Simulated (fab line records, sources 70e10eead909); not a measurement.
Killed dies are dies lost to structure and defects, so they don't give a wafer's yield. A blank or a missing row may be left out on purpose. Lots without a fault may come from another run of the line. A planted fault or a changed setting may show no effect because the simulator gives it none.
Chamber matching | flow nand_harc | NHARC_A_STAIRCASE_DEP_151 on pecvd-01: 3 sister chambers
The step deposits SiO2, target thk 3800 nm. 14 wafers are shown with their chamber, then 7 later ones without.

WAFERS WITH THEIR CHAMBER
wafer  | chamber | heater_power_w (W) | heater_power_outer_w (W)
L807.1 | 2       | 767                | 450
L807.3 | 1       | 652                | 400
L807.6 | 1       | 630                | 365
L806.1 | 1       | 674                | 390
L806.2 | 2       | 770                | 412
L806.5 | 2       | 740                | 426
L805.1 | 0       | 718                | 419
L805.2 | 2       | 906                | 545
L805.6 | 1       | 631                | 368
L810.2 | 1       | 634                | 376
L810.3 | 0       | 605                | 357
L810.6 | 1       | 624                | 366
L814.1 | 0       | 688                | 410
L814.2 | 1       | 706                | 432

SIGNATURES (means of the wafers above)
reading              | chamber 0 | chamber 1 | chamber 2 | scatter within a chamber
heater_power_w       | 670.33    | 650.14    | 795.75    | 51.4
heater_power_outer_w | 395.33    | 385.29    | 458.25    | 38.9
Rule: a wafer's distance from a chamber is the root of the sum, over the readings, of the square of ((its reading less the chamber's mean) divided by the reading's scatter). The wafer belongs to the nearest chamber; if the next one is less than 2 further off, it can't be placed. The scatter: the root of (the sum of the squares of (reading less its chamber's mean) over the shown wafers, divided by (wafers less chambers)).

WAFERS WITHOUT THEIR CHAMBER
wafer  | heater_power_w (W) | heater_power_outer_w (W)
L814.4 | 738                | 419
L815.3 | 740                | 478
L815.4 | 739                | 433
L815.5 | 579                | 319
L816.2 | 686                | 398
L816.4 | 565                | 332
L816.6 | 754                | 436

WHICH CHAMBER EACH WENT THROUGH
wafer  | from the rows above          | in truth
L814.4 | can't be placed: 0 or 2 or 1 | 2
L815.3 | can't be placed: 2 or 0 or 1 | 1
L815.4 | can't be placed: 2 or 0 or 1 | 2
L815.5 | can't be placed: 1 or 0      | 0
L816.2 | can't be placed: 0 or 1      | 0
L816.4 | can't be placed: 1 or 0      | 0
L816.6 | can't be placed: 2 or 0 or 1 | 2
Placed correctly: 0 of 7. Can't be placed from these rows: 7 (the true chamber is among the candidates in 7). Placed wrongly: 0.
